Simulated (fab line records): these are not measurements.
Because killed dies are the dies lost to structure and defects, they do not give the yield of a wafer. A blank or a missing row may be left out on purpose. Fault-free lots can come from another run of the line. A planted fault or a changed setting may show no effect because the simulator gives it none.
Which of the tools did it?    flow n5-finfet    28 wafers from 10 lots sampled at 3 of the route's 1938 steps

== WHAT THE GAUGES SHOWED, per wafer ==
N5_BEOL_M3_OCD_MEAS_38.
lot   measured      on      trench-depth-nm (nm)
L986  day 7 04:28   ocd-02  54.6 55.3 54.8
L987  day 7 17:26   ocd-01  55.7 54.4 55.6
L988  day 8 01:43   ocd-01  55.0 55.2 57.2
L989  day 8 07:45   ocd-02  34.3 55.9 55.7
L990  day 8 14:16   ocd-02  35.3 56.7
L993  day 9 13:47   ocd-01  34.7 55.3
L998  day 10 14:45  ocd-01  52.7 55.9 56.1
L102  day 11 10:40  ocd-02  56.4 55.1 54.4
L105  day 11 21:53  ocd-01  55.8 55.8 55.4
L108  day 13 07:49  ocd-01  53.4 56.1 55.3

== TOOL THAT RAN EACH LOT (tool first, then ch and the chambers of the sampled wafers, then the start) ==
lot   N5_BEOL_M3_ETCHBACK_99              N5_BEOL_M3_TRENCH_ETCH_37
L986  rie-diel-06 ch 0,1,3, day 7 04:05   rie-diel-06 ch 0,1,3, day 7 04:19
L987  rie-diel-06 ch 0,2,3, day 7 17:03   rie-diel-06 ch 0,2,3, day 7 17:17
L988  rie-diel-05 ch 1,3, day 8 01:19     rie-diel-05 ch 1,3, day 8 01:34
L989  rie-diel-06 ch 0,3, day 8 07:22     rie-diel-06 ch 0,3, day 8 07:36
L990  rie-diel-06 ch 1,2, day 8 13:53     rie-diel-06 ch 1,2, day 8 14:07
L993  rie-diel-06 ch 0,3, day 9 13:24     rie-diel-06 ch 0,3, day 9 13:38
L998  rie-diel-03 ch 1,2,3, day 10 14:22  rie-diel-03 ch 1,2,3, day 10 14:35
L102  rie-diel-05 ch 0,2,3, day 11 10:16  rie-diel-05 ch 0,2,3, day 11 10:30
L105  rie-diel-05 ch 0,1, day 11 21:29    rie-diel-05 ch 0,1, day 11 21:44
L108  rie-diel-03 ch 1,2,3, day 13 07:26  rie-diel-03 ch 1,2,3, day 13 07:40
- N5_BEOL_M3_ETCHBACK_99: etches SiO2 in CHF3, target depth 5 nm, time 10.4 s.
- N5_BEOL_M3_TRENCH_ETCH_37: etches SiOC in C4F6/O2, target depth 55.555 nm, time 29.2 s.

== THE ANSWER, worked out from the rows above alone ==
Rule: what is usual is taken from the lots themselves. The widest of any qualifying gaps counts: lots, ordered by their means at a reading, are off when they make up no more than a third of the lots, leave a main group of 4 or more, and stand apart from it by 3 or more times the standard deviation of that group's means. Not used: any main group whose means are identical at the precision the tables above print for the reading. Also off: a lot with no number at a reading for which 4 or more lots have one. All remaining lots with rows at the step are treated as sound.
Off at N5_BEOL_M3_OCD_MEAS_38 (trench-depth-nm): L989, L990, L993. The main group: mean 55.2 nm, standard deviation 0.34.
A tool fits if, at a process step before that reading, it ran every lot that is off, and no sound lot after the first of them. The gauges at N5_BEOL_M3_OCD_MEAS_38 are tried like those tools. One fits: N5_BEOL_M3_ETCHBACK_99 and N5_BEOL_M3_TRENCH_ETCH_37 on rie-diel-06. At N5_BEOL_M3_ETCHBACK_99 its last sound lot is L987 (day 7 17:03), its first lot that is off L989 (day 8 07:22): a fault that began between those two fits.

== WHAT WAS PUT IN BY THE SIMULATOR ==
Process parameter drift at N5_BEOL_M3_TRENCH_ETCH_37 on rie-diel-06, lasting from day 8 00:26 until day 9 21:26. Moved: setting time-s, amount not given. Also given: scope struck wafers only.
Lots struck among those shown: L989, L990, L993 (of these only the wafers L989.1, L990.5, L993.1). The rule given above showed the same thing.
